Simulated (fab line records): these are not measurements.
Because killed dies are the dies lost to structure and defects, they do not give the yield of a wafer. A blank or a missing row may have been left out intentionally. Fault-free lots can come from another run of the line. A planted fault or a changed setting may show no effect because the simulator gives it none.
Which tool is to blame? | flow nand_harc | Sampling: 24 lots, 72 wafers, 3 of 1302 route steps

WHAT THE GAUGES SHOWED, per wafer
NHARC_A_BONDPAD_OVL_MEAS_35. Usual: overlay_x_nm 0 nm, standard deviation 5.4; overlay_y_nm 0 nm, standard deviation 4.7.
lot  | measured     | on         | overlay_x_nm (nm) | overlay_y_nm (nm) | flag
L075 | day 23 06:55 | overlay-01 | -9 -9 -9          | -4 -4 -4          |
L077 | day 23 16:26 | overlay-01 | 6 6 6             | -1 0 0            |
L076 | day 23 22:57 | overlay-02 | 5 5 6             | -2 -1 -2          |
L078 | day 24 00:46 | overlay-01 | -10 -9 -9         | 3 3 2             |
L074 | day 24 01:44 | overlay-02 | -8 -9 -9          | -1 -1 -2          |
L081 | day 24 23:58 | overlay-01 | 5 5 5             | -5 -5 -5          |
L079 | day 25 02:01 | overlay-02 | 8 8 9             | -1 -1 -1          |
L080 | day 25 04:10 | overlay-01 | -5 -5 -6          | 6 7 7             |
L083 | day 26 09:13 | overlay-01 | 1 1 0             | -1 -1 -1          |
L082 | day 26 12:33 | overlay-01 | -4 -5 -4          | -2 -3 -2          |
L085 | day 27 10:35 | overlay-02 | 4 4 4             | -1 -2 -1          |
L084 | day 27 22:11 | overlay-01 | -3 -3 -3          | -5 -7 -6          |
L086 | day 28 10:11 | overlay-01 | 1 2 2             | 13 13 13          |
L087 | day 29 03:25 | overlay-02 | 5 5 5             | 3 3 3             |
L090 | day 29 05:22 | overlay-01 | 1 1 1             | -4 -3 -4          |
L088 | day 29 07:50 | overlay-02 | 2 1 2             | 6 6 7             |
L089 | day 29 09:41 | overlay-02 | -4 -4 -5          | -5 -6 -6          |
L091 | day 29 15:13 | overlay-01 | -12 -12 -12       | 7 8 7             |
L092 | day 30 21:32 | overlay-01 | 6 5 6             | 7 7 7             |
L093 | day 31 06:53 | overlay-02 | -2 -2 -1          | -4 -4 -5          |
L095 | day 32 05:16 | overlay-02 | 2 3 3             | 0 0 0             |
L096 | day 32 07:28 | overlay-02 | 1 2 1             | 3 4 4             |
L094 | day 32 11:16 | overlay-02 | 3 3 3             | -1 -2 -1          |
L097 | day 33 01:49 | overlay-01 | 3 2 2             | -2 -2 -2          |

WHICH TOOL RAN EACH LOT (tool, then ch and the chambers of the sampled wafers, then the start)
lot  | NHARC_A_M0_DEP_32               | NHARC_A_M1_DESCUM_14
L075 | pecvd-02 ch 0,2, day 23 01:00   | rie_diel-02 ch 0,2, day 23 02:17
L077 | pecvd-03 ch 0,1,2, day 23 10:29 | rie_diel-02 ch 0,2,3, day 23 11:46
L076 | pecvd-01 ch 0,1,2, day 23 16:31 | rie_diel-02 ch 0,3, day 23 18:28
L078 | pecvd-02 ch 1,2, day 23 18:39   | rie_diel-02 ch 0,1,3, day 23 20:13
L074 | pecvd-02 ch 1,2, day 23 19:54   | rie_diel-03 ch 0,1,3, day 23 21:16
L081 | pecvd-02 ch 0,1,2, day 24 18:02 | rie_diel-03 ch 1,2, day 24 19:26
L079 | pecvd-03 ch 0,2, day 24 19:57   | rie_diel-07 ch 2,3, day 24 21:22
L080 | pecvd-02 ch 0,2, day 24 21:56   | rie_diel-03 ch 1,3, day 24 23:24
L083 | pecvd-03 ch 1,2, day 26 03:05   | rie_diel-03 ch 2,3, day 26 04:25
L082 | pecvd-03 ch 1,2, day 26 06:35   | rie_diel-02 ch 0,2,3, day 26 08:02
L085 | pecvd-02 ch 1,2, day 27 04:32   | rie_diel-07 ch 1,3, day 27 05:59
L084 | pecvd-03 ch 0,1,2, day 27 16:26 | rie_diel-07 ch 0,1,3, day 27 17:44
L086 | pecvd-02 ch 1,2, day 27 20:59   | rie_diel-02 ch 2,3, day 27 22:17
L087 | pecvd-02 ch 0,1,2, day 28 21:32 | rie_diel-02 ch 1,2, day 28 22:48
L090 | pecvd-01 ch 1,2, day 28 23:32   | rie_diel-02 ch 0,3, day 29 00:45
L088 | pecvd-02 ch 0,1, day 29 01:50   | rie_diel-02 ch 1,3, day 29 03:16
L089 | pecvd-03 ch 0,1,2, day 29 03:53 | rie_diel-07 ch 1,2,3, day 29 05:12
L091 | pecvd-03 ch 0,2, day 29 09:15   | rie_diel-02 ch 0,1,2, day 29 10:38
L092 | pecvd-03 ch 0,2, day 30 15:31   | rie_diel-07 ch 0,2,3, day 30 16:53
L093 | pecvd-02 ch 1, day 31 00:48     | rie_diel-02 ch 1,2,3, day 31 02:22
L095 | pecvd-02 ch 0,1, day 31 23:11   | rie_diel-07 ch 0,2,3, day 32 00:38
L096 | pecvd-02 ch 0,1, day 32 01:32   | rie_diel-02 ch 0,1,3, day 32 02:51
L094 | pecvd-02 ch 0,2, day 32 04:55   | rie_diel-07 ch 0,2,3, day 32 06:18
L097 | pecvd-02 ch 0,1, day 32 19:55   | rie_diel-02 ch 0,3, day 32 21:11
- NHARC_A_M0_DEP_32: deposits SiCN, target thk 30 nm.
- NHARC_A_M1_DESCUM_14: chemistry O2, time 3 s.

WHAT THE TOOLS THEMSELVES READ (means of the sampled wafers that have a number; where no wafer has one, the mark that the record gives instead)
NHARC_A_M0_DEP_32. Usual: heater_power_w 625 W, standard deviation 65.
lot  | tool     | heater_power_w (W) | flag
L075 | pecvd-02 | 687                |
L077 | pecvd-03 | 601                |
L076 | pecvd-01 | 618                |
L078 | pecvd-02 | 586                |
L074 | pecvd-02 | 643                |
L081 | pecvd-02 | 614                |
L079 | pecvd-03 | 676                |
L080 | pecvd-02 | 642                |
L083 | pecvd-03 | 575                |
L082 | pecvd-03 | 587                |
L085 | pecvd-02 | 624                |
L084 | pecvd-03 | 643                |
L086 | pecvd-02 | 602                |
L087 | pecvd-02 | 638                |
L090 | pecvd-01 | 606                |
L088 | pecvd-02 | 568                |
L089 | pecvd-03 | 636                |
L091 | pecvd-03 | 655                |
L092 | pecvd-03 | 659                |
L093 | pecvd-02 | 557                |
L095 | pecvd-02 | 613                |
L096 | pecvd-02 | 666                |
L094 | pecvd-02 | 716                |
L097 | pecvd-02 | 633                |

NHARC_A_M1_DESCUM_14. Usual: chamber_pressure_mTorr 60.00 mTorr, standard deviation 0.053; drypump_motor_current_A 5.8 A, standard deviation 0.32; oes_product_au 0.999 a.u., standard deviation 0.0096; rf_vpp_V 58.0 V, standard deviation 0.9; showerhead_plenum_p_Torr 1.97 Torr, standard deviation 0.064; throttle_valve_pct 11.311 %, standard deviation 0.0088.
lot  | tool        | chamber_pressure_mTorr (mTorr) | drypump_motor_current_A (A) | oes_product_au (a.u.) | rf_vpp_V (V) | showerhead_plenum_p_Torr (Torr) | throttle_valve_pct (%) | flag
L075 | rie_diel-02 | 60.04                          | 5.7                         | 0.996                 | 57.8         | 1.94                            | 11.315                 |
L077 | rie_diel-02 | 60.02                          | 5.8                         | 0.997                 | 58.0         | 1.98                            | 11.310                 |
L076 | rie_diel-02 | 60.06                          | 5.7                         | 0.998                 | 57.8         | 1.95                            | 11.315                 |
L078 | rie_diel-02 | 59.95                          | 5.7                         | 0.999                 | 58.6         | 1.97                            | 11.304                 |
L074 | rie_diel-03 | 59.99                          | 5.8                         | 0.998                 | 57.9         | 1.95                            | 11.305                 |
L081 | rie_diel-03 | 59.99                          | 5.4                         | 1.014                 | 58.3         | 1.92                            | 11.306                 |
L079 | rie_diel-07 | 60.03                          | 6.2                         | 0.996                 | 57.5         | 1.91                            | 11.315                 |
L080 | rie_diel-03 | 60.02                          | 5.6                         | 0.993                 | 58.0         | 2.02                            | 11.312                 |
L083 | rie_diel-03 | 59.97                          | 5.5                         | 1.001                 | 58.3         | 1.93                            | 11.304                 |
L082 | rie_diel-02 | 59.94                          | 5.8                         | 0.991                 | 57.7         | 1.98                            | 11.315                 |
L085 | rie_diel-07 | 59.97                          | 5.8                         | 1.003                 | 58.0         | 1.97                            | 11.316                 |
L084 | rie_diel-07 | 60.01                          | 5.5                         | 1.002                 | 58.2         | 1.99                            | 11.308                 |
L086 | rie_diel-02 | 60.00                          | 5.9                         | 0.999                 | 58.3         | 2.01                            | 11.309                 |
L087 | rie_diel-02 | 59.99                          | 5.8                         | 0.998                 | 58.9         | 2.00                            | 11.313                 |
L090 | rie_diel-02 | 59.95                          | 5.8                         | 1.011                 | 59.1         | 1.98                            | 11.314                 |
L088 | rie_diel-02 | 60.05                          | 5.8                         | 0.999                 | 57.3         | 2.00                            | 11.318                 |
L089 | rie_diel-07 | 60.01                          | 5.8                         | 0.993                 | 57.9         | 1.94                            | 11.310                 |
L091 | rie_diel-02 | 59.98                          | 5.8                         | 1.003                 | 58.5         | 1.97                            | 11.307                 |
L092 | rie_diel-07 | 60.00                          | 6.0                         | 0.988                 | 58.0         | 1.92                            | 11.313                 |
L093 | rie_diel-02 | 59.99                          | 5.9                         | 1.003                 | 57.6         | 2.01                            | 11.299                 |
L095 | rie_diel-07 | 60.04                          | 6.0                         | 0.989                 | 57.9         | 1.92                            | 11.307                 |
L096 | rie_diel-02 | 59.97                          | 5.8                         | 0.999                 | 57.1         | 1.97                            | 11.307                 |
L094 | rie_diel-07 | 59.93                          | 6.0                         | 0.998                 | 57.8         | 1.92                            | 11.313                 |
L097 | rie_diel-02 | 60.02                          | 5.7                         | 1.008                 | 57.2         | 1.95                            | 11.314                 |

THE ANSWER, worked out from the rows above alone
Rule: a lot is off if the mean of its wafers that have a number lies more than 3 standard deviations from the usual mean. A lot without any number at a reading at which 4 lots or more have one is off too. The other lots that the step has rows for count as sound. Order of review: gauges by route order, followed by the tools' own readings, for which a lot's mean as printed above is used. The first step at which some lot is off is used, and at that step the reading that is off furthest; a lot without a number counts as furthest.
Across all readings shown, no lot is off: no conclusion can be drawn from this.

WHAT THE SIMULATOR HAD INSERTED
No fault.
